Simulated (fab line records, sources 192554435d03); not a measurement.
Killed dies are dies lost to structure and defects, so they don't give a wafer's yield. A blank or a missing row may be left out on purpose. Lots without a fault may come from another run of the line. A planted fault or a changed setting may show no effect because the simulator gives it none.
Chamber matching | flow n5_finfet | N5_MOL_CONTACT_COAG_CO_FILL_22 on cvd_co-02: 3 sister chambers
The step material Co, precursor CCTBA/H2, target thk 20 nm. 6 wafers are shown with their chamber, then 12 later ones without.

WAFERS WITH THEIR CHAMBER
wafer  | chamber | heater_power_w (W)
L091.1 | 2       | 238
L091.2 | 1       | 205
L091.3 | 0       | 277
L091.4 | 2       | 243
L091.5 | 1       | 201
L091.6 | 0       | 278

WAFERS WITHOUT THEIR CHAMBER
wafer  | heater_power_w (W)
L092.1 | 276
L092.2 | 201
L092.3 | 238
L092.4 | 274
L092.5 | 247
L092.6 | 201
L094.2 | 266
L094.3 | 244
L094.5 | 244
L095.1 | 271
L095.2 | 231
L095.4 | 240

WHICH CHAMBER EACH WENT THROUGH
wafer  | from the rows above | in truth
L092.1 | 0                   | 0
L092.2 | 1                   | 1
L092.3 | 2                   | 2
L092.4 | 0                   | 0
L092.5 | 2                   | 2
L092.6 | 1                   | 1
L094.2 | 0                   | 0
L094.3 | 2                   | 2
L094.5 | 2                   | 2
L095.1 | 0                   | 0
L095.2 | 2                   | 2
L095.4 | 2                   | 2
Placed correctly: 12 of 12. Can't be placed from these rows: 0. Placed wrongly: 0.
How it was worked out, from the rows above alone: a wafer's distance from a chamber is the root of the sum, over the readings, of the square of ((its reading less the chamber's mean) divided by the reading's scatter). The wafer belongs to the nearest chamber; if the next one is less than 2 further off, it can't be placed. A chamber's mean is the mean of its shown wafers. The scatter: the root of (the sum of the squares of (reading less its chamber's mean) over the shown wafers, divided by (wafers less chambers)).
